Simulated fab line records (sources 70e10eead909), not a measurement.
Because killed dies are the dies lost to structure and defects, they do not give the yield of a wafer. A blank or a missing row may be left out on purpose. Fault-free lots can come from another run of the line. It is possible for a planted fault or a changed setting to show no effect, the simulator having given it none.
What tool caused it?    flow nand_harc    24 lots, 72 wafers sampled, at 6 steps of a route of 1302

WHAT EACH GAUGE READ, for each wafer
The record lacks any reading of a measuring or inspecting step that a usual standard deviation could be used to judge.

EACH LOT AND THE TOOL THAT RAN IT (in order: tool; ch and the chambers of the sampled wafers; start)
lot   NHARC_A_CONTACT_DEP_28         NHARC_A_CONTACT_ETCH_48             NHARC_A_CONTACT_ETCH_115              NHARC_A_CONTACT_ETCH_117              NHARC_A_CONTACT_ETCH_126              NHARC_A_CONTACT_ETCH_133
L074  acl_dep-02 ch 0, day 21 06:34  rie_diel-02 ch 1,2, day 21 11:09    har_cap_etch-02 ch 0,1, day 21 13:37  har_cap_etch-02 ch 0,1, day 21 13:58  har_cap_etch-03 ch 0,1, day 22 01:08  har_cap_etch-03 ch 0,1, day 22 02:22
L075  acl_dep-03 ch 0, day 21 22:58  rie_diel-03 ch 2,3, day 22 03:32    har_cap_etch-02 ch 0,1, day 22 06:49  har_cap_etch-02 ch 0,1, day 22 07:09  har_cap_etch-01 ch 0,1, day 22 16:55  har_cap_etch-01 ch 0,1, day 22 18:37
L077  acl_dep-03 ch 0, day 22 09:55  rie_diel-02 ch 0,1,2, day 22 15:12  har_cap_etch-02 ch 0,1, day 22 17:38  har_cap_etch-02 ch 0,1, day 22 17:59  har_cap_etch-02 ch 0, day 23 05:58    har_cap_etch-02 ch 0, day 23 07:15
L079  acl_dep-01 ch 0, day 22 12:00  rie_diel-03 ch 0,2,3, day 22 15:01  har_cap_etch-03 ch 0,1, day 22 17:53  har_cap_etch-03 ch 0,1, day 22 18:13  har_cap_etch-03 ch 0,1, day 23 06:29  har_cap_etch-03 ch 0,1, day 23 08:14
L078  acl_dep-01 ch 0, day 22 17:49  rie_diel-02 ch 0,2,3, day 22 22:58  har_cap_etch-01 ch 0,1, day 23 01:41  har_cap_etch-01 ch 0,1, day 23 02:08  har_cap_etch-01 ch 0,1, day 23 12:38  har_cap_etch-01 ch 0,1, day 23 13:55
L076  acl_dep-03 ch 0, day 22 17:53  rie_diel-03 ch 0,2,3, day 22 23:10  har_cap_etch-02 ch 0,1, day 23 01:57  har_cap_etch-02 ch 0,1, day 23 02:17  har_cap_etch-02 ch 0,1, day 23 13:08  har_cap_etch-02 ch 0,1, day 23 14:22
L080  acl_dep-03 ch 0, day 23 18:44  rie_diel-03 ch 0,1, day 23 23:10    har_cap_etch-01 ch 0,1, day 24 01:37  har_cap_etch-01 ch 0,1, day 24 01:57  har_cap_etch-03 ch 0,1, day 24 15:08  har_cap_etch-03 ch 0,1, day 24 16:23
L081  acl_dep-03 ch 0, day 24 05:11  rie_diel-02 ch 0,2, day 24 09:44    har_cap_etch-02 ch 0,1, day 24 12:12  har_cap_etch-02 ch 0,1, day 24 12:33  har_cap_etch-02 ch 0,1, day 24 22:42  har_cap_etch-02 ch 0,1, day 24 23:58
L082  acl_dep-02 ch 0, day 24 07:43  rie_diel-02 ch 0,1,2, day 24 13:08  har_cap_etch-01 ch 0,1, day 24 15:50  har_cap_etch-01 ch 0,1, day 24 16:10  har_cap_etch-01 ch 0,1, day 25 01:43  har_cap_etch-01 ch 0,1, day 25 02:56
L085  acl_dep-03 ch 0, day 25 19:00  rie_diel-03 ch 0,1,2, day 26 00:08  har_cap_etch-01 ch 0,1, day 26 02:34  har_cap_etch-01 ch 0,1, day 26 02:55  har_cap_etch-01 ch 0,1, day 26 13:20  har_cap_etch-01 ch 0,1, day 26 14:35
L084  acl_dep-01 ch 0, day 26 01:56  rie_diel-04 ch 0,2, day 26 05:47    har_cap_etch-02 ch 0,1, day 26 08:22  har_cap_etch-02 ch 0,1, day 26 08:42  har_cap_etch-03 ch 0,1, day 26 22:10  har_cap_etch-03 ch 0,1, day 26 23:29
L086  acl_dep-03 ch 0, day 26 01:57  rie_diel-04 ch 0,1,3, day 26 05:50  har_cap_etch-03 ch 0,1, day 26 09:20  har_cap_etch-03 ch 0,1, day 26 09:41  har_cap_etch-01 ch 0,1, day 27 01:17  har_cap_etch-01 ch 0,1, day 27 02:37
L083  acl_dep-03 ch 0, day 26 09:44  rie_diel-03 ch 0,1,2, day 26 14:18  har_cap_etch-02 ch 0,1, day 26 16:44  har_cap_etch-02 ch 0,1, day 26 17:05  har_cap_etch-01 ch 0,1, day 27 09:58  har_cap_etch-01 ch 0,1, day 27 11:14
L087  acl_dep-03 ch 0, day 26 22:10  rie_diel-04 ch 0,3, day 27 02:34    har_cap_etch-03 ch 0, day 27 05:01    har_cap_etch-03 ch 0, day 27 05:22    har_cap_etch-03 ch 0,1, day 27 17:37  har_cap_etch-03 ch 0,1, day 27 18:54
L089  acl_dep-01 ch 0, day 27 07:17  rie_diel-02 ch 0,1,2, day 27 11:13  har_cap_etch-03 ch 0,1, day 27 13:43  har_cap_etch-03 ch 0,1, day 27 14:04  har_cap_etch-01 ch 0,1, day 27 23:46  har_cap_etch-01 ch 0,1, day 28 02:06
L088  acl_dep-02 ch 0, day 27 07:46  rie_diel-04 ch 0,1,2, day 27 12:18  har_cap_etch-01 ch 0,1, day 27 15:04  har_cap_etch-01 ch 0,1, day 27 15:24  har_cap_etch-03 ch 0,1, day 28 00:32  har_cap_etch-03 ch 0,1, day 28 01:49
L090  acl_dep-02 ch 0, day 28 01:11  rie_diel-04 ch 1,2,3, day 28 04:11  har_cap_etch-03 ch 0,1, day 28 06:41  har_cap_etch-03 ch 0,1, day 28 07:02  har_cap_etch-03 ch 0,1, day 28 17:20  har_cap_etch-03 ch 0,1, day 28 18:42
L091  acl_dep-03 ch 0, day 28 13:34  rie_diel-04 ch 0,1,3, day 28 18:54  har_cap_etch-02 ch 0,1, day 28 21:23  har_cap_etch-02 ch 0,1, day 28 21:43  har_cap_etch-02 ch 0,1, day 29 07:03  har_cap_etch-02 ch 0,1, day 29 08:17
L092  acl_dep-01 ch 0, day 28 14:31  rie_diel-04 ch 0,1, day 28 20:24    har_cap_etch-01 ch 0,1, day 28 23:06  har_cap_etch-01 ch 0,1, day 28 23:26  har_cap_etch-01 ch 0,1, day 29 09:29  har_cap_etch-01 ch 0,1, day 29 10:44
L093  acl_dep-01 ch 0, day 29 04:56  rie_diel-04 ch 0,2,3, day 29 10:02  har_cap_etch-03 ch 0, day 29 12:46    har_cap_etch-03 ch 0, day 29 13:13    har_cap_etch-02 ch 0,1, day 30 02:14  har_cap_etch-02 ch 0,1, day 30 03:31
L094  acl_dep-03 ch 0, day 29 17:56  rie_diel-04 ch 0,1,3, day 29 22:31  har_cap_etch-03 ch 0,1, day 30 01:01  har_cap_etch-03 ch 0,1, day 30 01:21  har_cap_etch-03 ch 0,1, day 30 10:51  har_cap_etch-03 ch 0,1, day 30 12:08
L095  acl_dep-02 ch 0, day 29 22:01  rie_diel-04 ch 0,1,3, day 30 01:04  har_cap_etch-01 ch 0,1, day 30 04:11  har_cap_etch-01 ch 0,1, day 30 04:38  har_cap_etch-03 ch 0,1, day 30 14:55  har_cap_etch-03 ch 0,1, day 30 16:14
L096  acl_dep-03 ch 0, day 30 04:31  rie_diel-04 ch 0,1, day 30 09:08    har_cap_etch-01 ch 0,1, day 30 12:06  har_cap_etch-01 ch 0,1, day 30 12:26  har_cap_etch-01 ch 0,1, day 30 21:46  har_cap_etch-01 ch 0,1, day 30 23:00
L097  acl_dep-02 ch 0, day 31 05:44  rie_diel-03 ch 0,1,2, day 31 10:54  har_cap_etch-02 ch 0,1, day 31 14:01  har_cap_etch-02 ch 0,1, day 31 14:22  har_cap_etch-02 ch 0,1, day 32 03:29  har_cap_etch-02 ch 0,1, day 32 04:43
- NHARC_A_CONTACT_DEP_28: deposits aC, target thk 7000 nm.
- NHARC_A_CONTACT_ETCH_48: etches the open film in CF4, target depth 39 nm, time 65 s.
- NHARC_A_CONTACT_ETCH_115: etches the open film in C4F8/O2/Ar, time 190 s, target depth 1850 nm.
- NHARC_A_CONTACT_ETCH_117: etches the open film in C4F8/O2/Ar, time 190 s, target depth 1850 nm.
- NHARC_A_CONTACT_ETCH_126: etches the open film in C4F8/O2/Ar, time 197 s, target depth 1918 nm.
- NHARC_A_CONTACT_ETCH_133: etches the open film in C4F8/O2/Ar, time 374 s, target depth 1610 nm.

AS READ BY THE TOOLS THEMSELVES (means over the sampled wafers that have a number; for cases with no such wafer, the mark the record gives instead)
NHARC_A_CONTACT_DEP_28. Usual: throttle_valve_pct at 34.999 %, with a standard deviation of 0.0094.
lot   tool        throttle_valve_pct (%)  flag
L074  acl_dep-02  34.995                  
L075  acl_dep-03  35.000                  
L077  acl_dep-03  34.990                  
L079  acl_dep-01  35.002                  
L078  acl_dep-01  34.997                  
L076  acl_dep-03  34.996                  
L080  acl_dep-03  34.999                  
L081  acl_dep-03  35.001                  
L082  acl_dep-02  35.002                  
L085  acl_dep-03  35.003                  
L084  acl_dep-01  35.003                  
L086  acl_dep-03  34.994                  
L083  acl_dep-03  34.988                  
L087  acl_dep-03  35.002                  
L089  acl_dep-01  34.996                  
L088  acl_dep-02  34.996                  
L090  acl_dep-02  35.002                  
L091  acl_dep-03  34.998                  
L092  acl_dep-01  35.002                  
L093  acl_dep-01  35.008                  
L094  acl_dep-03  34.998                  
L095  acl_dep-02  34.996                  
L096  acl_dep-03  34.987                  
L097  acl_dep-02  34.998                  

NHARC_A_CONTACT_ETCH_48. Usual: drypump_motor_current_A 5.9 A, standard deviation 0.36; mfc_ar_sccm 0.003 sccm, standard deviation 0.0038; oes_product_au 1.001 a.u., standard deviation 0.011; rf_vpp_V 150.8 V, standard deviation 1.1; showerhead_plenum_p_Torr 1.74 Torr, standard deviation 0.06; throttle_valve_pct 13.283 %, standard deviation 0.0091.
lot   tool         drypump_motor_current_A (A)  mfc_ar_sccm (sccm)  oes_product_au (a.u.)  rf_vpp_V (V)  showerhead_plenum_p_Torr (Torr)  throttle_valve_pct (%)  flag
L074  rie_diel-02  6.0                          0.005               1.000                  149.7         1.67                             13.285                  
L075  rie_diel-03  6.4                          0.008               1.001                  150.5         1.72                             13.284                  
L077  rie_diel-02  5.8                          0.004               1.004                  150.8         1.72                             13.282                  
L079  rie_diel-03  6.2                          0.004               0.994                  150.3         1.73                             13.278                  
L078  rie_diel-02  5.9                          0.005               1.007                  150.4         1.73                             13.276                  
L076  rie_diel-03  6.2                          0.004               0.987                  151.0         1.73                             13.282                  
L080  rie_diel-03  5.7                          0.000               0.989                  150.8         1.79                             13.282                  
L081  rie_diel-02  5.7                          0.002               1.015                  150.3         1.75                             13.287                  
L082  rie_diel-02  5.9                          0.004               1.008                  150.9         1.71                             13.284                  
L085  rie_diel-03  6.0                          0.000               0.997                  151.2         1.74                             13.294                  
L084  rie_diel-04  5.8                          0.000               1.003                  150.0         1.72                             13.283                  
L086  rie_diel-04  5.6                          0.003               1.001                  151.5         1.73                             13.284                  
L083  rie_diel-03  5.9                          0.000               0.999                  151.5         1.74                             13.281                  
L087  rie_diel-04  5.6                          0.002               1.007                  150.2         1.71                             13.287                  
L089  rie_diel-02  5.9                          0.004               1.010                  149.8         1.71                             13.285                  
L088  rie_diel-04  5.8                          0.002               0.999                  150.2         1.73                             13.278                  
L090  rie_diel-04  5.8                          0.003               1.003                  150.9         1.77                             13.283                  
L091  rie_diel-04  5.6                          0.003               1.013                  150.6         1.72                             13.284                  
L092  rie_diel-04  5.6                          0.002               1.005                  150.1         1.68                             13.280                  
L093  rie_diel-04  5.8                          0.002               1.009                  151.4         1.75                             13.279                  
L094  rie_diel-04  5.5                          0.003               0.996                  151.1         1.72                             13.275                  
L095  rie_diel-04  5.6                          0.003               1.006                  150.1         1.72                             13.273                  
L096  rie_diel-04  5.6                          0.002               1.002                  150.3         1.68                             13.285                  
L097  rie_diel-03  6.0                          0.000               1.006                  151.2         1.82                             13.280                  

THE ANSWER, worked out from the rows above alone
Rule: lot off if the mean of its wafers having a number is beyond 3 standard deviations from the usual mean. A lot without any number at a reading at which 4 lots or more have one is off too. Where the step has rows for the other lots, those lots are counted as sound. Order of review: gauges by route order, followed by the tools' own readings, for which a lot's mean as printed above is used. At the first step where some lot is off, the reading lying furthest off is the one used; lots without a number count as furthest.
No lot is off on any of the readings shown, so nothing can be concluded from this.

WHAT WAS PUT IN BY THE SIMULATOR
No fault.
